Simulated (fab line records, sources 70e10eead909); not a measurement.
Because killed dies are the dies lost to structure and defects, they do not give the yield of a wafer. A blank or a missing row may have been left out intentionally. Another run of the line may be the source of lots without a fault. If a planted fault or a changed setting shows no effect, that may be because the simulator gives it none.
A lot that was struck, set against a sound lot || flow nand-harc || 14 out of 1302 route steps
Sound: the wafers L270.2, L270.3, L270.5. The struck wafers were L272.3, L272.4, L272.6. The cause comes at the end.
For every step that has rows: the tool of each side, followed by ch and its chambers, followed by its first start. Under that, the readings that differ: sound wafers || struck wafers || difference of the means || sigmas: that difference in standard deviations of wafers without a fault.
alike: same words and numbers on both sides, and readings whose means sit less than 2 such deviations apart. not compared: any withheld reading, any reading some wafer has no value for, any bound like >300 that may hide the same value, and any number with overlapping values for which the record gives no deviation.
Wherever a step has rows on one side only, a row that says differs or no value, or a row with sigmas, the two part there. Non-overlapping numbers with no deviation appear without sigmas and do not part them. A reading that every wafer of one side lacks parts them only if that side has two wafers or more.

NHARC_A_M0_CD_MEAS_09 targets a cd of 80 nm.
  sound on cd-sem-01 ch 0, day 23 20:25; struck on cd-sem-02 ch 0, day 24 07:16
  alike: cd-nm
NHARC_A_M0_OVL_MEAS_10: pitch 160 nm.
  sound on overlay-02, day 23 20:29; struck on overlay-01, day 24 07:20
  alike: overlay-x-nm, overlay-y-nm
NHARC_A_M0_INSPECT_11:
  sound on defect-inspect-01, day 23 20:32; struck on defect-inspect-02, day 24 07:23
  alike: raw-defect-count
NHARC_A_M0_DESCUM_14: chemistry O2, time 3 s.
  sound on rie-diel-07 ch 1,3, day 23 20:37; struck on rie-diel-05 ch 0,1,3, day 24 07:27
  alike: drypump-motor-current-A, oes-product-au, rf-vpp-V, showerhead-plenum-p-Torr, throttle-valve-pct
  not compared: rf-hours-counter-h
NHARC_A_M0_ETCH_34: etches the open film in N2/H2, target depth 40 nm, overetch 12 nm, time 43.94 s.
  sound on rie-diel-07 ch 0,1,2, day 23 20:42; struck on rie-diel-05 ch 0,3, day 24 07:31
  alike: drypump-motor-current-A, oes-product-au, rf-vpp-V, showerhead-plenum-p-Torr, throttle-valve-pct
  not compared: rf-hours-counter-h
NHARC_A_M0_ETCH_15: etches the open film in C4F8/Ar, target depth 150 nm, overetch 15 nm, time 82.5 s.
  sound: rie-diel-07 ch 0,1; struck: rie-diel-05 ch 0,2
  alike: oes-product-au, rf-vpp-V
  not compared: rf-hours-counter-h
NHARC_A_M0_CD_MEAS_16:
  sound on cd-sem-03, day 23 20:55; struck on cd-sem-03, day 24 07:44
  alike: cd-nm
NHARC_A_M0_STRIP_18: strips in N2/H2.
  sound on rie-diel-05 ch 1,3, day 23 21:01; struck on rie-diel-05 ch 1,3, day 24 07:49
  alike: drypump-motor-current-A, oes-product-au, rf-vpp-V, showerhead-plenum-p-Torr, throttle-valve-pct
  not compared: rf-hours-counter-h
then, 1 step without rows for these wafers: NHARC_A_M0_STRIP_19 (strips in post etch residue remover, time 600 s).
NHARC_A_M0_DEGAS_28: time 60 s.
  sound on pvd-sputter-03, day 23 21:32; struck on pvd-sputter-03, day 24 08:22
  alike: heater-power-w
then, 2 steps without rows for these wafers: NHARC_A_M0_PRE_CLEAN_29 (time 30 s); NHARC_A_M0_PVD_20 (deposits TaN, target thk 5 nm, time 8.06 s).
NHARC_A_M0_PVD_21: deposits Cu, target thk 30 nm, time 20.49 s.
  sound on pvd-sputter-03, day 23 21:46; struck on pvd-sputter-03, day 24 08:37
  no value came back on the struck wafers for cathode-dc-power-W (W), chamber-pressure-pa (Pa), throttle-valve-pct (%), time-s (s); on the sound wafers cathode-dc-power-W (W) reads 5000.6 4999.6 4999.5
then, 1 step without rows for these wafers: NHARC_A_M0_ECD_22 (material Cu, target thk 400 nm).

== WHERE THEY PART ==
At NHARC_A_M0_PVD_21 and nowhere else, as far as this record goes.

WHY: whatever the simulator had introduced
Whole step skipped at NHARC_A_M0_PVD_21 on pvd-sputter-03, starting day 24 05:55. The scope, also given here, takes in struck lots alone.
